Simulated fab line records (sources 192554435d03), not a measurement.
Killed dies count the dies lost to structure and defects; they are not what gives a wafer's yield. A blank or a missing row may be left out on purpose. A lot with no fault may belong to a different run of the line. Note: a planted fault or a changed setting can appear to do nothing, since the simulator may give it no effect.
fab line records	flow n5_finfet
record lots=24	wafers=72	last_day=20
route steps=1938 shown BEOL_M2@866
lots with no fault: from the same line, run without faults
start_h: the number of hours between the record's first day and the start of the first shown wafer of the lot	wait_h: how many hours have passed since the lot's step before this one	" repeats the value in the row above	L1.1+2: several wafers, shown together as one row	- value missing, or start not given	* or withheld: withheld	< > ~ a bound
route shown NAME@n: a module of which the file shows steps, and the number in the route of the first	usual: mean and standard deviation over wafers with no fault	same: alike in all rows	chamber/n: place in a boat	sites: the reading at each site	_std_site: the values' standard deviation	_edge_site: mean of outer sites minus mean of inner sites	radius_mm: for every site, how far away it sits from the centre of the wafer	mask NAME#n: copy n	behind: the most recent tool/chamber to have shaped the wafer	hold: why the lot was held/for how many hours/how that ended	device: whichever transistor did not switch (one of n, p or np)	end of line: the same wafers' tests at the end of the route	where a step has no rows: the recipe by itself	killed: not the wafer's yield, but the dies lost to structure and defects at the first sort	map: a wafer's dies, marking killed ones x, the rest . and places with no die _
set.NAME: the setting the step ran with; set.NAME@STEP: the setting that earlier step ran with	model.NAME: the simulator's own value behind a step, which no gauge read
the route's steps for a sample of lots (tables are steps, rows are wafers)
services: when a tool's chamber went out of use (start_h, in hours from the record's first day, below 0 if earlier), for how many hours, and the reason
## steps
# step N5_BEOL_M2_CD_MEAS_18
# recipe pitch_nm=36	target_cd_nm=18
# usual cd_nm=18.02/0.29
lot.wafer	tool	chamber	start_h	wait_h	cd_nm
L074.1	cd_sem-01	-	136.07	0.0	17.72
L074.4	"	-	"	"	17.75
L074.6	"	-	"	"	17.63
L075.1	cd_sem-02	-	146.34	0.0	18.23
L075.4	"	-	"	"	18.36
L075.5	"	-	"	"	18.51
L076.2	cd_sem-01	-	146.84	0.1	18.37
L076.3	"	-	"	"	18.09
L076.5	"	-	"	"	18.02
L077.1	cd_sem-01	-	152.34	0.1	17.86
L077.4	"	-	"	"	17.52
L077.5	"	-	"	"	17.80
L078.1	cd_sem-02	-	152.78	0.0	18.42
L078.4	"	-	"	"	17.70
L078.6	"	-	"	"	18.15
L079.4	cd_sem-03	-	161.85	0.1	18.31
L079.5	"	-	"	"	17.64
L079.6	"	-	"	"	17.80
L081.1	cd_sem-03	-	189.15	0.0	18.23
L081.4	"	-	"	"	17.84
L081.5	"	-	"	"	18.52
L080.2	cd_sem-02	-	189.67	0.1	17.35
L080.3	"	-	"	"	17.56
L080.6	"	-	"	"	17.31
L083.1	cd_sem-02	-	190.56	0.1	17.93
L083.4	"	-	"	"	18.10
L083.6	"	-	"	"	17.98
L082.1	cd_sem-01	-	190.75	0.0	17.92
L082.5	"	-	"	"	17.96
L082.6	"	-	"	"	18.10
L084.2	cd_sem-02	-	196.23	0.1	17.92
L084.3	"	-	"	"	18.01
L084.5	"	-	"	"	17.68
L085.3	cd_sem-03	-	211.14	0.1	18.20
L085.4	"	-	"	"	17.89
L085.5	"	-	"	"	17.96
L086.1	cd_sem-01	-	211.88	0.0	17.65
L086.4	"	-	"	"	17.85
L086.5	"	-	"	"	18.34
L087.4	cd_sem-02	-	220.24	0.1	18.31
L087.5	"	-	"	"	18.78
L087.6	"	-	"	"	18.15
L089.3	cd_sem-01	-	224.07	0.1	17.85
L089.4	"	-	"	"	18.33
L089.6	"	-	"	"	17.47
L088.1	cd_sem-01	-	230.55	0.0	18.21
L088.4	"	-	"	"	18.30
L088.6	"	-	"	"	17.98
L090.1	cd_sem-02	-	242.16	0.0	17.75
L090.5	"	-	"	"	17.99
L090.6	"	-	"	"	18.26
L091.2	cd_sem-01	-	243.06	0.1	18.34
L091.3	"	-	"	"	17.77
L091.4	"	-	"	"	18.35
L092.2	cd_sem-03	-	260.03	0.1	18.31
L092.4	"	-	"	"	17.69
L092.5	"	-	"	"	17.78
L093.2	cd_sem-03	-	261.74	0.1	18.03
L093.3	"	-	"	"	17.90
L093.4	"	-	"	"	18.11
L094.2	cd_sem-02	-	266.07	0.1	17.56
L094.4	"	-	"	"	17.87
L094.5	"	-	"	"	17.88
L095.1	cd_sem-03	-	276.49	0.0	17.99
L095.3	"	-	"	"	17.39
L095.6	"	-	"	"	18.08
L096.2	cd_sem-01	-	284.85	0.1	17.87
L096.4	"	-	"	"	18.10
L096.6	"	-	"	"	17.92
L097.1	cd_sem-02	-	296.68	0.0	18.08
L097.2	"	-	"	"	18.04
L097.5	"	-	"	"	18.62
# step N5_BEOL_M2_ETCHBACK_99
# recipe chemistry=CHF3	target=SiO2	target_depth_a=50	time_s=10.4	source_w=215	bias_w=47	Ar_flow_sccm=200	CHF3_flow_sccm=12	ion_energy_ev=100	pressure_mtorr=30
# usual drypump_motor_current_A=5.6/0.49	oes_product_au=0.84/0.074	rf_vpp_V=241.8/3	showerhead_plenum_p_Torr=2.19/0.087	throttle_valve_pct=16.98/0.18
lot.wafer	tool	chamber	start_h	wait_h	drypump_motor_current_A	oes_product_au	rf_hours_counter_h	rf_vpp_V	showerhead_plenum_p_Torr	throttle_valve_pct
L074.1	rie_diel-03	1	150.72	13.4	6.5	0.88	45	243.3	2.28	16.97
L074.4	"	2	"	"	5.3	0.73	191	239.1	2.06	17.23
L074.6	"	3	"	"	4.8	0.72	-	243.1	2.23	17.36
L075.1	rie_diel-04	2	151.31	4.3	6.1	0.81	82	239.7	2.17	16.81
L075.4	"	0	"	"	5.3	0.90	28	247.9	2.11	16.90
L075.5	"	3	"	"	6.0	0.69	-	237.0	2.04	17.42
L076.2	rie_diel-01	2	155.55	7.9	5.3	0.94	11	243.8	2.29	16.89
L076.3	"	1	"	"	5.1	0.90	28	244.3	2.29	16.97
L076.5	"	0	"	"	5.7	0.80	-	241.9	2.17	16.91
L079.4	rie_diel-01	2	171.22	8.8	5.3	0.93	15	242.7	2.29	16.88
L079.5	"	3	"	"	6.3	0.90	-	237.8	2.11	17.04
L079.6	"	2	"	"	5.3	0.93	-	243.2	2.29	16.89
L077.1	rie_diel-04	1	171.26	18.1	5.0	0.91	18	241.7	2.28	16.64
L077.4	"	0	"	"	5.4	0.90	33	246.5	2.11	16.91
L077.5	"	2	"	"	6.1	0.81	-	238.3	2.17	16.83
L078.1	rie_diel-01	3	179.14	25.7	6.3	0.90	28	238.0	2.11	17.04
L078.4	"	2	"	"	5.3	0.93	18	242.1	2.29	16.88
L078.6	"	2	"	"	5.3	0.92	-	242.5	2.29	16.90
L081.1	rie_diel-03	2	195.33	5.3	5.3	0.72	211	238.1	2.05	17.25
L081.4	"	1	"	"	6.5	0.85	-	243.3	2.27	17.02
L081.5	"	2	"	"	5.3	0.71	-	238.8	2.05	17.25
L080.2	rie_diel-01	3	200.67	9.7	6.3	0.88	38	238.0	2.11	17.08
L080.3	"	1	"	"	5.1	0.87	44	245.9	2.29	17.00
L080.6	"	0	"	"	5.7	0.80	-	242.6	2.16	16.96
L083.1	rie_diel-04	1	200.86	9.3	5.1	0.87	32	241.2	2.27	16.68
L083.4	"	2	"	"	6.1	0.79	100	237.9	2.17	16.87
L083.6	"	2	"	"	6.1	0.80	-	237.4	2.17	16.86
L082.1	rie_diel-01	0	217.64	26.0	5.8	0.79	107	241.1	2.16	16.98
L082.5	"	3	"	"	6.3	0.87	-	237.1	2.11	17.07
L082.6	"	2	"	"	5.3	0.89	-	243.5	2.29	16.91
L084.2	rie_diel-01	3	221.91	25.1	6.3	0.88	43	237.8	2.11	17.08
L084.3	"	0	"	"	5.7	0.78	107	241.4	2.16	16.96
L084.5	"	3	"	"	6.3	0.88	-	237.6	2.11	17.08
L085.3	rie_diel-04	3	225.26	13.4	6.0	0.97	8	242.2	2.30	17.01
L085.4	"	1	"	"	5.0	0.87	39	242.2	2.27	16.68
L085.5	"	2	"	"	6.1	0.79	-	238.3	2.16	16.87
L086.1	rie_diel-04	2	225.74	13.1	6.1	0.79	107	238.1	2.17	16.86
L086.4	"	1	"	"	5.1	0.87	39	240.2	2.27	16.68
L086.5	"	0	"	"	5.3	0.86	-	246.0	2.10	16.96
L087.4	rie_diel-01	2	226.02	5.1	5.4	0.89	34	244.8	2.29	16.92
L087.5	"	1	"	"	5.1	0.86	-	245.8	2.28	17.00
L087.6	"	2	"	"	5.3	0.89	-	242.3	2.29	16.94
L089.3	rie_diel-04	2	235.30	10.5	6.1	0.78	112	236.4	2.16	16.89
L089.4	"	1	"	"	5.0	0.85	43	241.3	2.27	16.70
L089.6	"	3	"	"	6.0	0.95	-	241.9	2.30	17.04
L088.1	rie_diel-03	3	240.81	9.4	4.9	0.71	221	243.0	2.22	17.41
L088.4	"	0	"	"	5.5	0.94	21	240.2	2.10	16.69
L088.6	"	0	"	"	5.5	0.94	-	241.6	2.10	16.68
L090.1	rie_diel-03	3	245.77	2.8	4.9	0.71	223	242.3	2.22	17.40
L090.5	"	2	"	"	5.3	0.71	-	240.1	2.05	17.30
L090.6	"	3	"	"	4.8	0.71	-	241.8	2.22	17.39
L091.2	rie_diel-04	2	245.85	2.2	6.1	0.78	115	238.8	2.16	16.86
L091.3	"	1	"	"	5.1	0.85	47	241.9	2.27	16.69
L091.4	"	0	"	"	5.3	0.85	63	246.7	2.10	16.98
L092.2	rie_diel-04	3	264.47	3.1	6.0	0.93	23	241.3	2.29	17.04
L092.4	"	1	"	"	5.0	0.84	54	241.4	2.27	16.72
L092.5	"	3	"	"	6.0	0.93	-	243.8	2.29	17.05
L093.2	rie_diel-01	3	268.62	6.1	6.3	0.84	60	237.9	2.10	17.11
L093.3	"	1	"	"	5.1	0.85	66	244.5	2.28	17.04
L093.4	"	2	"	"	5.3	0.87	50	242.2	2.28	16.95
L094.2	rie_diel-01	0	273.94	6.9	5.7	0.78	123	242.3	2.16	17.00
L094.4	"	1	"	"	5.1	0.85	66	245.4	2.28	17.03
L094.5	"	1	"	"	5.1	0.85	-	246.5	2.28	17.05
L095.1	rie_diel-04	3	291.42	14.3	6.0	0.92	32	243.4	2.29	17.06
L095.3	"	0	"	"	5.3	0.83	79	247.0	2.09	17.01
L095.6	"	0	"	"	5.3	0.83	-	245.8	2.09	16.99
L096.2	rie_diel-03	2	300.65	15.2	5.3	0.70	246	238.4	2.04	17.32
L096.4	"	1	"	"	6.5	0.81	102	243.7	2.26	17.08
L096.6	"	1	"	"	6.5	0.81	-	242.8	2.26	17.07
L097.1	rie_diel-01	1	309.63	12.3	5.1	0.81	79	246.3	2.27	17.06
L097.2	"	0	"	"	5.8	0.77	134	242.5	2.15	17.01
L097.5	"	2	"	"	5.3	0.84	-	242.5	2.28	16.97
# step N5_BEOL_M2_STRIP_36
# recipe chemistry=N2/H2	power_w=450	temp_c=40	pressure_mtorr=20	rf_frequency_hz=6e+07	overash_fraction=0.3	bias_power_w=7	h2_frac=0.5	n2_flow_sccm=200	h2_flow_sccm=200
# usual drypump_motor_current_A=5.6/0.49	oes_product_au=0.84/0.073	rf_vpp_V=59.3/1.5	showerhead_plenum_p_Torr=2.59/0.11	throttle_valve_pct=23.60/0.21
lot.wafer	tool	chamber	start_h	wait_h	drypump_motor_current_A	oes_product_au	rf_hours_counter_h	rf_vpp_V	showerhead_plenum_p_Torr	throttle_valve_pct
L074.1	rie_diel-03	1	150.92	0.0	6.5	0.89	45	60.3	2.70	23.66
L074.4	"	2	"	"	5.3	0.73	191	57.8	2.42	23.88
L074.6	"	3	"	"	4.8	0.72	-	60.5	2.62	24.12
L075.1	rie_diel-04	2	151.51	0.0	6.1	0.83	82	59.1	2.56	23.34
L075.4	"	0	"	"	5.3	0.91	28	60.6	2.49	23.55
L075.5	"	3	"	"	6.0	0.68	-	57.6	2.39	23.72
L076.2	rie_diel-01	2	155.75	0.0	5.3	0.94	11	54.5	2.71	23.47
L076.3	"	1	"	"	5.1	0.90	28	58.4	2.70	23.58
L076.5	"	0	"	"	5.7	0.82	-	59.5	2.56	23.36
L079.4	rie_diel-01	2	171.43	0.0	5.3	0.93	15	60.0	2.71	23.46
L079.5	"	3	"	"	6.3	0.89	-	56.0	2.49	23.75
L079.6	"	2	"	"	5.3	0.93	-	61.3	2.70	23.47
L077.1	rie_diel-04	1	171.46	0.0	5.0	0.89	18	59.7	2.71	23.56
L077.4	"	0	"	"	5.3	0.90	33	58.7	2.49	23.59
L077.5	"	2	"	"	6.1	0.82	-	57.5	2.56	23.36
L078.1	rie_diel-01	3	179.34	0.0	6.3	0.90	28	59.2	2.49	23.77
L078.4	"	2	"	"	5.4	0.93	18	60.7	2.70	23.48
L078.6	"	2	"	"	5.4	0.92	-	59.2	2.70	23.45
L081.1	rie_diel-03	2	195.54	0.0	5.3	0.72	211	56.5	2.42	23.91
L081.4	"	1	"	"	6.5	0.85	-	60.5	2.69	23.70
L081.5	"	2	"	"	5.3	0.72	-	60.3	2.42	23.93
L080.2	rie_diel-01	3	200.87	0.0	6.3	0.89	38	59.0	2.48	23.79
L080.3	"	1	"	"	5.1	0.87	44	61.2	2.70	23.60
L080.6	"	0	"	"	5.8	0.81	-	60.8	2.55	23.34
L083.1	rie_diel-04	1	201.07	0.0	5.1	0.87	32	61.4	2.70	23.60
L083.4	"	2	"	"	6.1	0.79	100	59.0	2.55	23.36
L083.6	"	2	"	"	6.1	0.80	-	59.0	2.55	23.36
L082.1	rie_diel-01	0	217.84	0.0	5.8	0.81	107	60.2	2.55	23.37
L082.5	"	3	"	"	6.3	0.88	-	59.8	2.48	23.76
L082.6	"	2	"	"	5.4	0.90	-	59.6	2.70	23.50
L084.2	rie_diel-01	3	222.11	0.0	6.3	0.87	43	54.7	2.48	23.80
L084.3	"	0	"	"	5.7	0.79	107	60.1	2.55	23.39
L084.5	"	3	"	"	6.3	0.87	-	59.7	2.48	23.77
L085.3	rie_diel-04	3	225.47	0.0	6.1	0.98	8	59.4	2.71	23.55
L085.4	"	1	"	"	5.0	0.87	39	59.2	2.70	23.64
L085.5	"	2	"	"	6.1	0.80	-	59.3	2.55	23.37
L086.1	rie_diel-04	2	225.94	0.0	6.1	0.79	107	58.8	2.55	23.38
L086.4	"	1	"	"	5.1	0.86	40	60.9	2.70	23.62
L086.5	"	0	"	"	5.3	0.85	-	60.1	2.48	23.61
L087.4	rie_diel-01	2	226.22	0.0	5.4	0.88	34	59.0	2.70	23.50
L087.5	"	1	"	"	5.1	0.85	-	57.8	2.69	23.59
L087.6	"	2	"	"	5.4	0.89	-	58.8	2.70	23.49
L089.3	rie_diel-04	2	235.51	0.0	6.1	0.79	112	58.7	2.55	23.35
L089.4	"	1	"	"	5.1	0.84	43	61.8	2.70	23.63
L089.6	"	3	"	"	6.0	0.95	-	61.0	2.70	23.52
L088.1	rie_diel-03	3	241.01	0.0	4.8	0.71	221	61.3	2.61	24.13
L088.4	"	0	"	"	5.5	0.93	21	58.9	2.48	23.16
L088.6	"	0	"	"	5.5	0.93	-	57.0	2.48	23.17
L090.1	rie_diel-03	3	245.98	0.0	4.8	0.69	223	58.2	2.61	24.14
L090.5	"	2	"	"	5.3	0.71	-	59.7	2.41	23.90
L090.6	"	3	"	"	4.9	0.70	-	59.9	2.61	24.13
L091.2	rie_diel-04	2	246.05	0.0	6.1	0.78	116	57.9	2.55	23.39
L091.3	"	1	"	"	5.1	0.84	47	60.2	2.70	23.66
L091.4	"	0	"	"	5.3	0.84	63	58.0	2.47	23.62
L092.2	rie_diel-04	3	264.67	0.0	6.0	0.93	23	57.7	2.70	23.53
L092.4	"	1	"	"	5.0	0.84	54	59.5	2.69	23.63
L092.5	"	3	"	"	6.0	0.93	-	58.8	2.70	23.58
L093.2	rie_diel-01	3	268.82	0.0	6.3	0.85	60	58.6	2.47	23.79
L093.3	"	1	"	"	5.1	0.86	66	60.5	2.69	23.61
L093.4	"	2	"	"	5.4	0.87	50	60.9	2.69	23.51
L094.2	rie_diel-01	0	274.15	0.0	5.7	0.79	123	59.0	2.54	23.39
L094.4	"	1	"	"	5.1	0.86	67	60.2	2.69	23.62
L094.5	"	1	"	"	5.1	0.85	-	60.5	2.69	23.60
L095.1	rie_diel-04	3	291.62	0.0	6.0	0.91	32	59.8	2.70	23.58
L095.3	"	0	"	"	5.3	0.83	79	58.7	2.47	23.65
L095.6	"	0	"	"	5.4	0.83	-	55.9	2.47	23.64
L096.2	rie_diel-03	2	300.85	0.0	5.3	0.69	246	61.4	2.40	23.91
L096.4	"	1	"	"	6.5	0.82	102	60.7	2.68	23.73
L096.6	"	1	"	"	6.5	0.82	-	61.2	2.68	23.75
L097.1	rie_diel-01	1	309.83	0.0	5.1	0.81	79	60.1	2.68	23.62
L097.2	"	0	"	"	5.8	0.76	134	59.7	2.54	23.42
L097.5	"	2	"	"	5.3	0.86	-	58.9	2.68	23.54
# step N5_BEOL_M2_SPUTTER_79
# recipe material=Cu	target_thk_a=45	temp_c=-20	chamber_pressure_pa=0.07	power_w=withheld	time_s=8.29
# usual throttle_valve_pct=30.4/0.64
lot.wafer	tool	chamber	start_h	wait_h	throttle_valve_pct
L074.1	pvd_sputter-02	-	152.29	0.1	30.1
L074.4	"	-	"	"	31.2
L074.6	"	-	"	"	30.0
L075.1	pvd_sputter-03	-	154.39	0.1	30.7
L075.4	"	-	"	"	29.6
L075.5	"	-	"	"	30.4
L076.2	pvd_sputter-01	-	157.48	0.1	31.8
L076.3	"	-	"	"	30.8
L076.5	"	-	"	"	31.5
L079.4	pvd_sputter-01	-	173.14	0.1	30.7
L079.5	"	-	"	"	31.5
L079.6	"	-	"	"	30.9
L077.1	pvd_sputter-03	-	174.92	0.1	30.1
L077.4	"	-	"	"	30.9
L077.5	"	-	"	"	30.2
L078.1	pvd_sputter-02	-	181.08	0.1	29.9
L078.4	"	-	"	"	31.1
L078.6	"	-	"	"	29.7
L081.1	pvd_sputter-02	-	197.60	0.1	30.3
L081.4	"	-	"	"	29.9
L081.5	"	-	"	"	29.8
L080.2	pvd_sputter-02	-	202.42	0.1	30.0
L080.3	"	-	"	"	31.0
L080.6	"	-	"	"	30.0
L083.1	pvd_sputter-03	-	202.80	0.1	30.1
L083.4	"	-	"	"	30.3
L083.6	"	-	"	"	29.5
L082.1	pvd_sputter-01	-	219.38	0.1	30.7
L082.5	"	-	"	"	31.6
L082.6	"	-	"	"	30.0
L084.2	pvd_sputter-03	-	224.03	0.1	30.1
L084.3	"	-	"	"	30.5
L084.5	"	-	"	"	30.4
L085.3	pvd_sputter-02	-	227.13	0.1	29.8
L085.4	"	-	"	"	30.2
L085.5	"	-	"	"	30.0
L086.1	pvd_sputter-03	-	228.88	0.1	30.8
L086.4	"	-	"	"	30.1
L086.5	"	-	"	"	30.4
L087.4	pvd_sputter-01	-	229.03	0.1	30.0
L087.5	"	-	"	"	31.2
L087.6	"	-	"	"	30.9
L089.3	pvd_sputter-02	-	237.07	0.1	30.0
L089.4	"	-	"	"	31.1
L089.6	"	-	"	"	30.2
L088.1	pvd_sputter-03	-	244.43	0.1	29.5
L088.4	"	-	"	"	30.3
L088.6	"	-	"	"	29.5
L090.1	pvd_sputter-01	-	247.51	0.1	31.0
L090.5	"	-	"	"	30.2
L090.6	"	-	"	"	30.8
L091.2	pvd_sputter-03	-	248.03	0.1	30.1
L091.3	"	-	"	"	29.5
L091.4	"	-	"	"	30.1
L092.2	pvd_sputter-01	-	266.09	0.1	31.4
L092.4	"	-	"	"	31.0
L092.5	"	-	"	"	31.9
L093.2	pvd_sputter-02	-	270.82	0.1	31.0
L093.3	"	-	"	"	29.7
L093.4	"	-	"	"	30.1
L094.2	pvd_sputter-02	-	276.85	0.1	29.7
L094.4	"	-	"	"	30.9
L094.5	"	-	"	"	30.0
L095.1	pvd_sputter-03	-	293.75	0.1	30.7
L095.3	"	-	"	"	30.2
L095.6	"	-	"	"	30.9
L096.2	pvd_sputter-03	-	302.35	0.1	30.1
L096.4	"	-	"	"	30.3
L096.6	"	-	"	"	30.7
L097.1	pvd_sputter-03	-	311.94	0.1	30.2
L097.2	"	-	"	"	29.4
L097.5	"	-	"	"	30.3
# step N5_BEOL_M2_SPUTTER_86
# recipe material=Cu	target_thk_a=45	temp_c=-20	chamber_pressure_pa=0.07	power_w=withheld	time_s=8.29
# usual throttle_valve_pct=30.4/0.63
lot.wafer	tool	chamber	start_h	wait_h	throttle_valve_pct
L074.1	pvd_sputter-02	-	152.73	0.1	30.1
L074.4	"	-	"	"	31.0
L074.6	"	-	"	"	29.8
L075.1	pvd_sputter-03	-	154.83	0.1	30.6
L075.4	"	-	"	"	29.6
L075.5	"	-	"	"	30.0
L076.2	pvd_sputter-01	-	157.92	0.1	31.5
L076.3	"	-	"	"	31.0
L076.5	"	-	"	"	31.7
L079.4	pvd_sputter-01	-	173.58	0.1	30.8
L079.5	"	-	"	"	31.5
L079.6	"	-	"	"	30.9
L077.1	pvd_sputter-03	-	175.36	0.1	30.3
L077.4	"	-	"	"	30.6
L077.5	"	-	"	"	30.1
L078.1	pvd_sputter-02	-	181.52	0.1	30.1
L078.4	"	-	"	"	31.2
L078.6	"	-	"	"	29.6
L081.1	pvd_sputter-02	-	198.04	0.1	30.3
L081.4	"	-	"	"	29.9
L081.5	"	-	"	"	29.9
L080.2	pvd_sputter-02	-	202.86	0.1	30.1
L080.3	"	-	"	"	30.9
L080.6	"	-	"	"	30.0
L083.1	pvd_sputter-03	-	203.24	0.1	30.3
L083.4	"	-	"	"	30.1
L083.6	"	-	"	"	29.3
L082.1	pvd_sputter-01	-	219.82	0.1	30.8
L082.5	"	-	"	"	31.7
L082.6	"	-	"	"	30.1
L084.2	pvd_sputter-03	-	224.47	0.1	30.3
L084.3	"	-	"	"	30.6
L084.5	"	-	"	"	30.0
L085.3	pvd_sputter-02	-	227.57	0.1	29.6
L085.4	"	-	"	"	30.1
L085.5	"	-	"	"	30.3
L086.1	pvd_sputter-03	-	229.32	0.1	30.6
L086.4	"	-	"	"	30.4
L086.5	"	-	"	"	30.3
L087.4	pvd_sputter-01	-	229.47	0.1	30.1
L087.5	"	-	"	"	31.5
L087.6	"	-	"	"	30.9
L089.3	pvd_sputter-02	-	237.51	0.1	30.0
L089.4	"	-	"	"	30.7
L089.6	"	-	"	"	30.1
L088.1	pvd_sputter-03	-	244.87	0.1	29.4
L088.4	"	-	"	"	30.3
L088.6	"	-	"	"	29.6
L090.1	pvd_sputter-01	-	247.95	0.1	30.6
L090.5	"	-	"	"	30.2
L090.6	"	-	"	"	31.1
L091.2	pvd_sputter-03	-	248.47	0.1	30.4
L091.3	"	-	"	"	29.4
L091.4	"	-	"	"	30.5
L092.2	pvd_sputter-01	-	266.53	0.1	31.2
L092.4	"	-	"	"	30.8
L092.5	"	-	"	"	31.9
L093.2	pvd_sputter-02	-	271.26	0.1	31.1
L093.3	"	-	"	"	29.8
L093.4	"	-	"	"	30.6
L094.2	pvd_sputter-02	-	277.29	0.1	29.7
L094.4	"	-	"	"	30.8
L094.5	"	-	"	"	30.1
L095.1	pvd_sputter-03	-	294.19	0.1	30.8
L095.3	"	-	"	"	30.4
L095.6	"	-	"	"	30.7
L096.2	pvd_sputter-03	-	302.79	0.1	30.3
L096.4	"	-	"	"	30.1
L096.6	"	-	"	"	30.6
L097.1	pvd_sputter-03	-	312.38	0.1	30.4
L097.2	"	-	"	"	29.6
L097.5	"	-	"	"	30.3
# step N5_BEOL_M2_ANNEAL_89
# recipe temp_c=400	time_s=240	ambient=vacuum
# usual heater_power_w=825/51
lot.wafer	tool	chamber	start_h	wait_h	heater_power_w
L074.1	pvd_sputter-02	-	153.03	0.0	882
L074.4	"	-	"	"	868
L074.6	"	-	"	"	925
L075.1	pvd_sputter-03	-	155.13	0.0	739
L075.4	"	-	"	"	821
L075.5	"	-	"	"	800
L076.2	pvd_sputter-01	-	158.22	0.0	782
L076.3	"	-	"	"	852
L076.5	"	-	"	"	795
L079.4	pvd_sputter-01	-	173.88	0.0	825
L079.5	"	-	"	"	738
L079.6	"	-	"	"	851
L077.1	pvd_sputter-03	-	175.66	0.0	871
L077.4	"	-	"	"	741
L077.5	"	-	"	"	828
L078.1	pvd_sputter-02	-	181.82	0.0	888
L078.4	"	-	"	"	875
L078.6	"	-	"	"	799
L081.1	pvd_sputter-02	-	198.34	0.0	872
L081.4	"	-	"	"	802
L081.5	"	-	"	"	800
L080.2	pvd_sputter-02	-	203.16	0.0	877
L080.3	"	-	"	"	843
L080.6	"	-	"	"	886
L083.1	pvd_sputter-03	-	203.54	0.0	915
L083.4	"	-	"	"	795
L083.6	"	-	"	"	814
L082.1	pvd_sputter-01	-	222.10	0.0	850
L082.5	"	-	"	"	775
L082.6	"	-	"	"	822
L084.2	pvd_sputter-03	-	224.77	0.0	884
L084.3	"	-	"	"	743
L084.5	"	-	"	"	910
L085.3	pvd_sputter-02	-	227.87	0.0	802
L085.4	"	-	"	"	903
L085.5	"	-	"	"	889
L086.1	pvd_sputter-03	-	229.62	0.0	740
L086.4	"	-	"	"	784
L086.5	"	-	"	"	806
L087.4	pvd_sputter-01	-	229.77	0.0	836
L087.5	"	-	"	"	719
L087.6	"	-	"	"	843
L089.3	pvd_sputter-02	-	237.81	0.0	878
L089.4	"	-	"	"	855
L089.6	"	-	"	"	901
L088.1	pvd_sputter-03	-	245.17	0.0	814
L088.4	"	-	"	"	861
L088.6	"	-	"	"	791
L090.1	pvd_sputter-01	-	248.25	0.0	831
L090.5	"	-	"	"	832
L090.6	"	-	"	"	843
L091.2	pvd_sputter-03	-	248.77	0.0	873
L091.3	"	-	"	"	811
L091.4	"	-	"	"	805
L092.2	pvd_sputter-01	-	266.83	0.0	727
L092.4	"	-	"	"	844
L092.5	"	-	"	"	811
L093.2	pvd_sputter-02	-	271.56	0.0	858
L093.3	"	-	"	"	790
L093.4	"	-	"	"	889
L094.2	pvd_sputter-02	-	277.59	0.0	806
L094.4	"	-	"	"	878
L094.5	"	-	"	"	887
L095.1	pvd_sputter-03	-	294.49	0.0	768
L095.3	"	-	"	"	789
L095.6	"	-	"	"	758
L096.2	pvd_sputter-03	-	303.09	0.0	783
L096.4	"	-	"	"	878
L096.6	"	-	"	"	757
L097.1	pvd_sputter-03	-	312.68	0.0	822
L097.2	"	-	"	"	821
L097.5	"	-	"	"	873
## services
tool	chamber	start_h	hours	kind
rie_diel-01	-	129.43	10.9	repair
pvd_sputter-01	-	137.31	1.3	repair
rie_diel-04	3	138.33	9.4	repair
rie_diel-01	2	143.52	8.2	repair
pvd_sputter-03	-	164.50	2.8	repair
rie_diel-03	0	165.44	-	clean
rie_diel-03	0	165.44	-	consumable_replace:focus_ring
rie_diel-03	0	165.44	20.8	scheduled_down
rie_diel-03	0	165.44	20.8	vent_cycle
rie_diel-04	3	182.81	-	clean
rie_diel-04	3	182.81	-	consumable_replace:focus_ring
rie_diel-04	3	182.81	-	consumable_replace:showerhead
rie_diel-04	3	182.81	17.6	scheduled_down
rie_diel-04	3	182.81	17.6	vent_cycle
rie_diel-01	0	264.71	3.7	repair
rie_diel-04	1	294.03	23.1	repair
pvd_sputter-02	-	295.39	5.2	repair
## key
fault none
